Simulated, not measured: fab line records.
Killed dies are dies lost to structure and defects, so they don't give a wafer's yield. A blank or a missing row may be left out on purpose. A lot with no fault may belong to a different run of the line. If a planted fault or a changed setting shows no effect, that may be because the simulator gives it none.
fab line records	flow n5Finfet
[record] lots = 7	wafers = 39
route steps=1938 shown FIN_SAQP@102 DUMMY_GATE@228
startH: the number of hours between the record's first day and the start of the first shown wafer of the lot	waitH: hours elapsed since this lot's preceding step	" unchanged from the row above	L1.1+2: a row that stands for several wafers	- value missing, or start not given	* or withheld: withheld	< > ~ a bound
route shown NAME@n: names a module that has steps shown in the file, with the first one's number in the route	usual: the fault-free wafers' mean and standard deviation	same: alike in all rows	chamber/n: place in a boat	sites: per-site readings	_std_site: how widely they spread, as a standard deviation	_edge_site: mean of outer sites minus mean of inner sites	radiusMm: how far each site lies from the wafer's centre	mask NAME#n: copy n	behind: the tool/chamber that last shaped the wafer	hold: what put the lot on hold/how long, in hours/how the hold closed	device: the transistor (n, p or np) that didn't switch	end of line: the tests these same wafers got at the end of their route	a step given without rows: its recipe and nothing more	killed: count of dies lost to structure and defects at first sort (not the wafer's yield)	map: a wafer's dies, x killed, . not, _ none there
set.NAME: the setting the step ran with; set.NAME@STEP: the setting that earlier step ran with	model.NAME: the simulator's own value behind a step, which no gauge read
one table per step and one row per wafer, for lots whose settings were changed on purpose
[[steps]]
[step N5_FIN_SAQP_HM_DEP_72]
[recipe] material = SiO2	targetThkA = 120	tempC = 400	precursor = SiH4/N2O	pressureTorr = 0.75	rfW = 275	timeS = 7.2
lot.wafer	tool	chamber	startH	waitH	set.targetThkA	model.SiO2_of_FIN_SAQP_HM_DEP_72.thkNm
L077.1	pecvd-02	1	41.19	0.0	120	11.75
L077.2	"	0	"	"	120	11.65
L077.3	"	2	"	"	120	11.96
L077.4	"	1	"	"	120	12.01
L077.5	"	0	"	"	120	12
L077.6	"	2	"	"	120	12.05
L078.1	pecvd-02	0	45.87	0.0	130.8	13
L078.2	"	1	"	"	130.8	13.13
L078.3	"	2	"	"	120	11.87
L078.4	"	0	"	"	130.8	13.22
L078.5	"	2	"	"	120	12.09
L078.6	"	1	"	"	120	12.17
L091.1	pecvd-04	2	123.86	0.0	120	11.81
L091.2	"	1	"	"	125.3	12.21
L091.3	"	0	"	"	120	11.73
L091.4	"	2	"	"	125.3	12.46
L091.5	"	1	"	"	125.3	12.44
L091.6	"	0	"	"	120	12.06
L092.1	pecvd-02	2	130.84	0.0	120	11.94
L092.2	"	0	"	"	120	11.75
L092.3	"	1	"	"	120	12.08
L092.4	"	1	"	"	120	12.24
L092.5	"	2	"	"	120	12.06
L092.6	"	0	"	"	120	12.11
L093.1	pecvd-02	0	137.75	0.0	120	11.84
L093.2	"	1	"	"	120	12.07
L093.3	"	2	"	"	127.2	12.6
L093.4	"	2	"	"	127.2	12.93
L093.5	"	1	"	"	127.2	12.64
L093.6	"	0	"	"	120	12.15
L094.1	pecvd-01	2	143.13	0.0	120	12.05
L094.2	"	0	"	"	120	11.95
L094.5	"	2	"	"	120	12.09
L095.1	pecvd-04	2	148.87	0.0	120	11.74
L095.2	"	1	"	"	120	11.87
L095.3	"	0	"	"	126	12.26
L095.4+5	"	0,1	"	"	126	12.6
L095.6	"	2	"	"	120	11.89
[step N5_FIN_SAQP_EXPOSE_13]
[recipe] maskId = FIN_CORE	na = 1.35	sourceShape = dipole	sigmaInner = 0.538	sigmaOuter = 0.738	polarization = te	targetCdNm = 35.6	doseMj = 63.25
lot.wafer	tool	chamber	startH	waitH	mask	set.doseMj
L077.1+2+3+4+5+6	arfiScanner-02	0	41.39	-	FIN_CORE#0	63.25
L078.1+2+6	arfiScanner-02	0	46.07	-	FIN_CORE#0	61.13
L078.3+4+5	"	0	"	"	FIN_CORE#0	63.25
L091.1+2+3+4+5+6	arfiScanner-01	0	124.18	-	FIN_CORE#0	63.25
L092.1+2+3+4+5+6	arfiScanner-02	0	131.16	-	FIN_CORE#0	63.25
L093.1+3+4	arfiScanner-03	0	138.07	-	FIN_CORE#0	58.7
L093.2+5+6	"	0	"	"	FIN_CORE#0	63.25
L094.1+2+5	arfiScanner-01	0	143.45	-	FIN_CORE#0	63.25
L095.1+4+5	arfiScanner-03	0	149.19	-	FIN_CORE#0	66.89
L095.2+3+6	"	0	"	"	FIN_CORE#0	63.25
[step N5_FIN_SAQP_PEB_14]
[recipe] pebTempC = withheld	pebTimeS = 60	resist = CAR-ArF
[step N5_FIN_SAQP_DEVELOP_15]
[recipe] developTimeS = 30	developer = TMAH	resist = CAR-ArF	devTempC = 23	rinseLiquid = diw	dry = airSpin
[step N5_FIN_SAQP_CD_MEAS_16]
[recipe] targetCdNm = 35.6	landingEnergyEv = 500	detector = seInlens
[usual] cdNm = 35.53/0.28
lot.wafer	tool	chamber	startH	waitH	set.doseMj@FIN_SAQP_EXPOSE_13	cdNm
L077.1	cdSem-01	0	41.52	-	63.25	35.90
L077.2	"	0	"	"	63.25	35.60
L077.3	"	0	"	"	63.25	35.56
L077.4	"	0	"	"	63.25	35.60
L077.5	"	0	"	"	63.25	35.55
L077.6	"	0	"	"	63.25	35.37
L078.1	cdSem-03	0	46.20	-	61.13	36.25
L078.2	"	0	"	"	61.13	36.84
L078.3	"	0	"	"	63.25	35.35
L078.4	"	0	"	"	63.25	35.59
L078.5	"	0	"	"	63.25	36.21
L078.6	"	0	"	"	61.13	36.82
L091.1	cdSem-03	0	124.31	-	63.25	35.45
L091.2	"	0	"	"	63.25	35.24
L091.3	"	0	"	"	63.25	35.54
L091.4	"	0	"	"	63.25	35.60
L091.5	"	0	"	"	63.25	35.86
L091.6	"	0	"	"	63.25	35.55
L092.1	cdSem-01	0	131.29	-	63.25	35.76
L092.2	"	0	"	"	63.25	35.14
L092.3	"	0	"	"	63.25	35.61
L092.4	"	0	"	"	63.25	35.15
L092.5	"	0	"	"	63.25	35.20
L092.6	"	0	"	"	63.25	35.13
L093.1	cdSem-01	0	138.20	-	58.7	38.05
L093.2	"	0	"	"	63.25	35.91
L093.3	"	0	"	"	58.7	37.93
L093.4	"	0	"	"	58.7	37.73
L093.5	"	0	"	"	63.25	36.00
L093.6	"	0	"	"	63.25	35.52
L094.1	cdSem-02	0	143.58	-	63.25	35.47
L094.2	"	0	"	"	63.25	35.14
L094.5	"	0	"	"	63.25	35.57
L095.1	cdSem-02	0	149.32	-	66.89	34.05
L095.2	"	0	"	"	63.25	35.48
L095.3	"	0	"	"	63.25	35.47
L095.4	"	0	"	"	66.89	33.44
L095.5	"	0	"	"	66.89	34.44
L095.6	"	0	"	"	63.25	35.98
[step N5_FIN_SAQP_ETCH_52]
[recipe] chemistry = N2/H2	target = SOC	targetDepthA = 1000	overetchA = 200	maskMaterial = SiARC	tempC = 40	timeS = 150	ionEnergyEv = 200	pressureMtorr = 30	sourceW = 840	biasW = 150	n2FlowSccm = 200	h2FlowSccm = 200	ends = endPoint
[step N5_FIN_SAQP_STRIP_53]
[recipe] chemistry = N2/H2	tempC = 40	n2FlowSccm = 200	h2FlowSccm = 200	rfFrequencyHz = 6e+07
[step N5_FIN_SAQP_HM_OPEN_73]
[recipe] chemistry = CHF3/O2	target = SiO2	stopOn = a-Si	targetDepthA = 120	overEtchFrac = 1.8	maskMaterial = SOC	timeS = 16.8	pressureMtorr = 30	sourceW = 650	biasW = 170	Ar_flow_sccm = 200	CHF3_flow_sccm = 50	O2_flow_sccm = 5	ionEnergyEv = 200	ends = endPoint
lot.wafer	tool	chamber	startH	waitH	set.targetThkA@FIN_SAQP_HM_DEP_72	model.etch.depthNm
L077.1	rieDiel-05	2	41.86	0.0	120	11.75
L077.2	"	0	"	"	120	11.65
L077.3	"	3	"	"	120	11.96
L077.4	"	1	"	"	120	12.01
L077.5	"	0	"	"	120	12
L077.6	"	3	"	"	120	12.05
L078.1	rieDiel-03	2	46.54	0.0	130.8	13
L078.2	"	1	"	"	130.8	13.13
L078.3	"	3	"	"	120	11.87
L078.4	"	0	"	"	130.8	13.22
L078.5	"	3	"	"	120	12.09
L078.6	"	2	"	"	120	12.17
L091.1	rieDiel-06	0	125.17	0.0	120	11.81
L091.2	"	1	"	"	125.3	12.21
L091.3	"	2	"	"	120	11.73
L091.4	"	1	"	"	125.3	12.46
L091.5	"	2	"	"	125.3	12.44
L091.6	"	0	"	"	120	12.06
L092.1	rieDiel-03	3	132.43	0.0	120	11.94
L092.2	"	0	"	"	120	11.75
L092.3	"	2	"	"	120	12.08
L092.4	"	1	"	"	120	12.24
L092.5	"	0	"	"	120	12.06
L092.6	"	1	"	"	120	12.11
L093.1	rieDiel-06	2	138.55	0.0	120	11.84
L093.2	"	1	"	"	120	12.07
L093.3	"	0	"	"	127.2	12.6
L093.4	"	3	"	"	127.2	12.93
L093.5	"	0	"	"	127.2	12.64
L093.6	"	3	"	"	120	12.15
L094.1	rieDiel-06	1	144.00	0.0	120	12.05
L094.2	"	0	"	"	120	11.95
L094.5	"	2	"	"	120	12.09
L095.1	rieDiel-03	0	149.61	0.0	120	11.74
L095.2	"	2	"	"	120	11.87
L095.3	"	3	"	"	126	12.26
L095.4+5	"	0,3	"	"	126	12.6
L095.6	"	2	"	"	120	11.89
[step N5_FIN_SAQP_ETCH_69]
[recipe] chemistry = N2/H2	target = SOC	targetDepthA = 1500	stopOn = SiNx	ionEnergyEv = 100	biasW = 61	pressureMtorr = 30	sourceW = 850	n2FlowSccm = 200	h2FlowSccm = 200
lot.wafer	tool	chamber	startH	waitH	set.targetDepthA	model.SOC_of_FIN_SAQP_COAT_68.thkNm	model.etch.depthNm
L077.1	rieDiel-06	1	44.51	-	1500	7.4	53.81
L077.2	"	0	"	"	1500	5.6	54.82
L077.3	"	2	"	"	1311	18.6	47.36
L077.4	"	3	"	"	1311	18	47.53
L077.5	"	1	"	"	1311	19.2	46.91
L077.6	"	0	"	"	1500	5.8	54.7
L078.1	rieDiel-05	0	49.36	-	1500	5.4	54.54
L078.2	"	3	"	"	1500	6.8	54.01
L078.3	"	2	"	"	1500	4.6	55
L078.4	"	1	"	"	1386	13.4	49.88
L078.5	"	1	"	"	1386	13.2	50.07
L078.6	"	0	"	"	1386	12.8	50.51
L091.1	rieDiel-06	1	128.21	-	1500	2	55
L091.2	"	3	"	"	1500	5.2	54.72
L091.3	"	0	"	"	1500	5.6	54.38
L091.4	"	2	"	"	1352	15.4	48.85
L091.5	"	1	"	"	1352	11.8	50.91
L091.6	"	2	"	"	1352	14.4	49.37
L092.1	rieDiel-03	1	135.27	-	1368	14.2	49.48
L092.2	"	2	"	"	1368	13.2	50.2
L092.3	"	0	"	"	1500	4.6	55
L092.4	"	3	"	"	1500	3.6	55
L092.5	"	0	"	"	1368	14	49.89
L092.6	"	1	"	"	1500	6.2	54.28
L093.1	rieDiel-03	3	141.60	-	1500	5.4	54.72
L093.2	"	2	"	"	1500	5.6	54.51
L093.3	"	0	"	"	1500	6.4	54.19
L093.4	"	0	"	"	1580	1	55
L093.5	"	2	"	"	1580	2.2	55
L093.6	"	3	"	"	1580	0.4	55
L094.1	rieDiel-06	1	146.79	-	1500	2.4	55
L094.2	"	0	"	"	1500	6.8	53.88
L094.5	"	2	"	"	1500	5.8	54.47
L095.1	rieDiel-03	3	153.08	-	1500	4.8	55
L095.2	"	0	"	"	1379	13.4	50.05
L095.3	"	2	"	"	1379	13.6	49.96
L095.4	"	2	"	"	1500	5.8	54.46
L095.5	"	0	"	"	1379	13.4	50.01
L095.6	"	3	"	"	1500	5	55
[step N5_DUMMY_GATE_EXPOSE_12]
[recipe] maskId = GATE	na = 0.33	sourceShape = annular	sigmaInner = 0.2	sigmaOuter = 0.6	polarization = unpolarized	targetCdNm = 25	doseMj = 34
lot.wafer	tool	chamber	startH	waitH	mask	set.doseMj
L077.1+2+3+4+5+6	euvScanner-01	0	67.20	-	GATE#0	34
L078.1+3+5	euvScanner-01	0	74.46	-	GATE#0	34
L078.2+4+6	"	0	"	"	GATE#0	31.89
L091.1+2+3+4+5+6	euvScanner-01	0	148.65	-	GATE#0	34
L092.1+4+5	euvScanner-01	0	155.79	-	GATE#0	31.58
L092.2+3+6	"	0	"	"	GATE#0	34
L093.1+2+3+4+5+6	euvScanner-01	0	165.61	-	GATE#0	34
L094.1+2+5	euvScanner-01	0	167.07	-	GATE#0	34
L095.1+2+4	euvScanner-02	0	174.74	-	GATE#0	36.62
L095.3+5+6	"	0	"	"	GATE#0	34
[step N5_DUMMY_GATE_PEB_13]
[recipe] pebTempC = 100	pebTimeS = 60	resist = CAR-EUV
[step N5_DUMMY_GATE_DEVELOP_14]
[recipe] developTimeS = 30	developer = TMAH	resist = CAR-EUV	rinseLiquid = surfactantRinse	dry = airSpin	devTempC = 23
[step N5_DUMMY_GATE_CD_MEAS_15]
[recipe] targetCdNm = 25.8	landingEnergyEv = 500	detector = seInlens
[usual] cdNm = 25.02/0.23
lot.wafer	tool	chamber	startH	waitH	set.doseMj@DUMMY_GATE_EXPOSE_12	cdNm
L077.1	cdSem-03	0	67.32	-	34	25.18
L077.2	"	0	"	"	34	24.91
L077.3	"	0	"	"	34	24.94
L077.4	"	0	"	"	34	24.69
L077.5	"	0	"	"	34	24.89
L077.6	"	0	"	"	34	24.81
L078.1	cdSem-03	0	74.59	-	34	24.79
L078.2	"	0	"	"	31.89	26.51
L078.3	"	0	"	"	34	25.19
L078.4	"	0	"	"	31.89	26.17
L078.5	"	0	"	"	34	24.73
L078.6	"	0	"	"	31.89	26.24
L091.1	cdSem-02	0	148.78	-	34	25.09
L091.2	"	0	"	"	34	25.30
L091.3	"	0	"	"	34	25.07
L091.4	"	0	"	"	34	25.51
L091.5	"	0	"	"	34	24.97
L091.6	"	0	"	"	34	25.07
L092.1	cdSem-02	0	155.92	-	31.58	26.82
L092.2	"	0	"	"	34	25.57
L092.3	"	0	"	"	34	24.91
L092.4	"	0	"	"	31.58	26.33
L092.5	"	0	"	"	31.58	26.81
L092.6	"	0	"	"	34	25.14
L093.1	cdSem-03	0	165.74	-	34	24.85
L093.2	"	0	"	"	34	25.12
L093.3	"	0	"	"	34	24.95
L093.4	"	0	"	"	34	24.98
L093.5	"	0	"	"	34	24.88
L093.6	"	0	"	"	34	25.10
L094.1	cdSem-03	0	167.20	-	34	24.91
L094.2	"	0	"	"	34	25.12
L094.5	"	0	"	"	34	25.34
L095.1	cdSem-02	0	174.87	-	36.62	23.95
L095.2	"	0	"	"	36.62	23.77
L095.3	"	0	"	"	34	24.92
L095.4	"	0	"	"	36.62	24.22
L095.5	"	0	"	"	34	24.89
L095.6	"	0	"	"	34	24.97
[step N5_DUMMY_GATE_STRIP_38]
[recipe] chemistry = N2/H2	tempC = 40	n2FlowSccm = 200	h2FlowSccm = 200	rfFrequencyHz = 6e+07
[step N5_DUMMY_GATE_STRIP_39]
[recipe] chemistry = N2/H2	tempC = 40	n2FlowSccm = 200	h2FlowSccm = 200	rfFrequencyHz = 6e+07
[step N5_DUMMY_GATE_TRIM_49]
[recipe] chemistry = O2	resist = SOC	timeS = 29	targetCdNm = 14	sourcePowerW = 300	biasPowerW = 0	O2_flow_sccm = 100	tempC = 20
lot.wafer	tool	chamber	startH	waitH	set.doseMj@DUMMY_GATE_EXPOSE_12	model.DUMMY_GATE.cdNm
L077.1+4+5	rieSi-05	3,0,2	67.68	0.0	34	14
L077.2	"	1	"	"	34	13.8
L077.3+6	"	2,1	"	"	34	14.2
L078.1	rieSi-04	1	74.95	0.0	34	13.8
L078.2	"	2	"	"	31.89	15.4
L078.3	"	0	"	"	34	14
L078.4+6	"	3,0	"	"	31.89	15.2
L078.5	"	1	"	"	34	14.2
L091.1+2+5+6	rieSi-02	2,0,1,0	149.56	0.0	34	14.2
L091.3+4	"	1,3	"	"	34	14.4
L092.1	rieSi-05	2	156.91	0.0	31.58	16
L092.2	"	1	"	"	34	14.4
L092.3+6	"	3,0	"	"	34	14.2
L092.4+5	"	0,1	"	"	31.58	15.6
L093.1+2+5	rieSi-04	2,0,2	166.34	0.0	34	14
L093.3+4	"	1,3	"	"	34	13.8
L093.6	"	1	"	"	34	14.2
L094.1	rieSi-02	0	167.71	0.0	34	14.2
L094.2+5	"	1	"	"	34	14.4
L095.1+2	rieSi-02	1,0	175.46	0.0	36.62	12.8
L095.3+5	"	3,1	"	"	34	14
L095.4	"	2	"	"	36.62	12.6
L095.6	"	2	"	"	34	14.2
[step N5_DUMMY_GATE_STRIP_40]
[recipe] chemistry = CF4	resist = SiARC	powerW = 300	biasPowerW = 75	pressureMtorr = 50	cf4FlowSccm = 150	rfFrequencyHz = 6e+07
[step N5_DUMMY_GATE_CD_MEAS_50]
[recipe] targetCdNm = 14
[usual] cdNm = 14.07/0.27
lot.wafer	tool	chamber	startH	waitH	set.doseMj@DUMMY_GATE_EXPOSE_12	cdNm
L077.1	cdSem-02	-	67.83	0.0	34	14.24
L077.2	"	-	"	"	34	13.95
L077.3	"	-	"	"	34	14.27
L077.4	"	-	"	"	34	13.70
L077.5	"	-	"	"	34	13.70
L077.6	"	-	"	"	34	14.27
L078.1	cdSem-03	-	75.14	0.0	34	13.94
L078.2	"	-	"	"	31.89	15.61
L078.3	"	-	"	"	34	13.81
L078.4	"	-	"	"	31.89	15.37
L078.5	"	-	"	"	34	14.55
L078.6	"	-	"	"	31.89	15.15
L091.1	cdSem-03	-	149.71	0.0	34	14.53
L091.2	"	-	"	"	34	14.44
L091.3	"	-	"	"	34	14.48
L091.4	"	-	"	"	34	14.43
L091.5	"	-	"	"	34	14.32
L091.6	"	-	"	"	34	13.95
L092.1	cdSem-01	-	157.12	0.0	31.58	15.85
L092.2	"	-	"	"	34	14.72
L092.3	"	-	"	"	34	14.12
L092.4	"	-	"	"	31.58	15.43
L092.5	"	-	"	"	31.58	15.46
L092.6	"	-	"	"	34	14.15
L093.1	cdSem-02	-	166.51	0.0	34	13.78
L093.2	"	-	"	"	34	14.14
L093.3	"	-	"	"	34	13.78
L093.4	"	-	"	"	34	14.03
L093.5	"	-	"	"	34	13.94
L093.6	"	-	"	"	34	13.88
L094.1	cdSem-03	-	167.86	0.0	34	14.10
L094.2	"	-	"	"	34	14.56
L094.5	"	-	"	"	34	14.55
L095.1	cdSem-03	-	175.62	0.0	36.62	12.67
L095.2	"	-	"	"	36.62	12.60
L095.3	"	-	"	"	34	13.93
L095.4	"	-	"	"	36.62	12.71
L095.5	"	-	"	"	34	13.92
L095.6	"	-	"	"	34	14.23
[step N5_DUMMY_GATE_ETCH_31]
[recipe] chemistry = C4F6/O2	target = SiO2	maskMaterial = SOC	targetDepthA = 825	timeS = 27.5	ionEnergyEv = 250	pressureMtorr = 30	sourceW = 345	biasW = 185	Ar_flow_sccm = 300	C4F6_flow_sccm = 10	O2_flow_sccm = 10
[step N5_DUMMY_GATE_STRIP_41]
[recipe] chemistry = O2	powerW = 400	tempC = 40	pressureMtorr = 30	rfFrequencyHz = 6e+07	biasPowerW = 0	overashFraction = 0.3	o2FlowSccm = 225
[step N5_DUMMY_GATE_ETCH_23]
[recipe] chemistry = HBr/Cl2/O2	HBr_flow_sccm = 150	Cl2_flow_sccm = 80	O2_flow_sccm = 12	biasW = 102	targetDepthA = 410	timeS = 22.3	target = poly-Si	maskMaterial = SiO2	pressureMtorr = 10	icpW = 800
[step N5_DUMMY_GATE_ETCH_44]
[recipe] chemistry = HBr/O2	overEtchFrac = 0.7	targetDepthA = 1275	stopOn = SiO2	ionEnergyEv = 60	biasW = 20	target = poly-Si	maskMaterial = SiO2	pressureMtorr = 20	icpW = 400	HBr_flow_sccm = 120	O2_flow_sccm = 10
[step N5_DUMMY_GATE_CD_MEAS_24]
[recipe] targetCdNm = 15
[usual] cdNm = 15.1/0.36
lot.wafer	tool	chamber	startH	waitH	set.doseMj@DUMMY_GATE_EXPOSE_12	cdNm
L077.1	cdSem-03	-	68.32	0.1	34	14.9
L077.2	"	-	"	"	34	14.7
L077.3	"	-	"	"	34	15.4
L077.4	"	-	"	"	34	14.4
L077.5	"	-	"	"	34	14.8
L077.6	"	-	"	"	34	15.3
L078.1	cdSem-01	-	75.67	0.1	34	14.8
L078.2	"	-	"	"	31.89	16.6
L078.3	"	-	"	"	34	15.2
L078.4	"	-	"	"	31.89	16.2
L078.5	"	-	"	"	34	15.1
L078.6	"	-	"	"	31.89	16.2
L091.1	cdSem-02	-	150.20	0.1	34	15.1
L091.2	"	-	"	"	34	15.3
L091.3	"	-	"	"	34	15.5
L091.4	"	-	"	"	34	15.0
L091.5	"	-	"	"	34	15.4
L091.6	"	-	"	"	34	15.4
L092.1	cdSem-01	-	157.66	0.1	31.58	17.4
L092.2	"	-	"	"	34	15.8
L092.3	"	-	"	"	34	15.3
L092.4	"	-	"	"	31.58	16.6
L092.5	"	-	"	"	31.58	16.7
L092.6	"	-	"	"	34	15.2
L093.1	cdSem-02	-	167.01	0.1	34	15.3
L093.2	"	-	"	"	34	15.1
L093.3	"	-	"	"	34	15.0
L093.4	"	-	"	"	34	15.0
L093.5	"	-	"	"	34	15.1
L093.6	"	-	"	"	34	15.1
L094.1	cdSem-01	-	168.53	0.1	34	14.9
L094.2	"	-	"	"	34	15.7
L094.5	"	-	"	"	34	15.1
L095.1	cdSem-01	-	176.19	0.1	36.62	13.7
L095.2	"	-	"	"	36.62	13.6
L095.3	"	-	"	"	34	14.9
L095.4	"	-	"	"	36.62	13.2
L095.5	"	-	"	"	34	14.8
L095.6	"	-	"	"	34	15.2
[[key]]
[split] step = N5_FIN_SAQP_HM_DEP_72	setting = targetThkA	stated = 120	by = wafer
[response] step = N5_FIN_SAQP_HM_DEP_72	reading = model.SiO2_of_FIN_SAQP_HM_DEP_72.thkNm	change = +0.12	per = 1%	r = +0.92
[response] step = N5_FIN_SAQP_HM_OPEN_73	reading = model.etch.depthNm	change = +0.12	per = 1%	r = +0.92
[split] step = N5_FIN_SAQP_EXPOSE_13	setting = doseMj	stated = 63.25	by = wafer
[response] step = N5_FIN_SAQP_CD_MEAS_16	reading = cdNm	change = -0.289	per = 1%	r = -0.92
[split] step = N5_FIN_SAQP_ETCH_69	setting = targetDepthA	stated = 1500	by = wafer
[response] step = N5_FIN_SAQP_ETCH_69	reading = model.SOC_of_FIN_SAQP_COAT_68.thkNm	change = -0.985	per = 1%	r = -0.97
[response] step = N5_FIN_SAQP_ETCH_69	reading = model.etch.depthNm	change = +0.531	per = 1%	r = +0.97
[split] step = N5_DUMMY_GATE_EXPOSE_12	setting = doseMj	stated = 34	by = wafer
[response] step = N5_DUMMY_GATE_CD_MEAS_15	reading = cdNm	change = -0.177	per = 1%	r = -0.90
[response] step = N5_DUMMY_GATE_TRIM_49	reading = model.DUMMY_GATE.cdNm	change = -0.192	per = 1%	r = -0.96
[response] step = N5_DUMMY_GATE_CD_MEAS_50	reading = cdNm	change = -0.184	per = 1%	r = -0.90
[response] step = N5_DUMMY_GATE_CD_MEAS_24	reading = cdNm	change = -0.199	per = 1%	r = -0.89
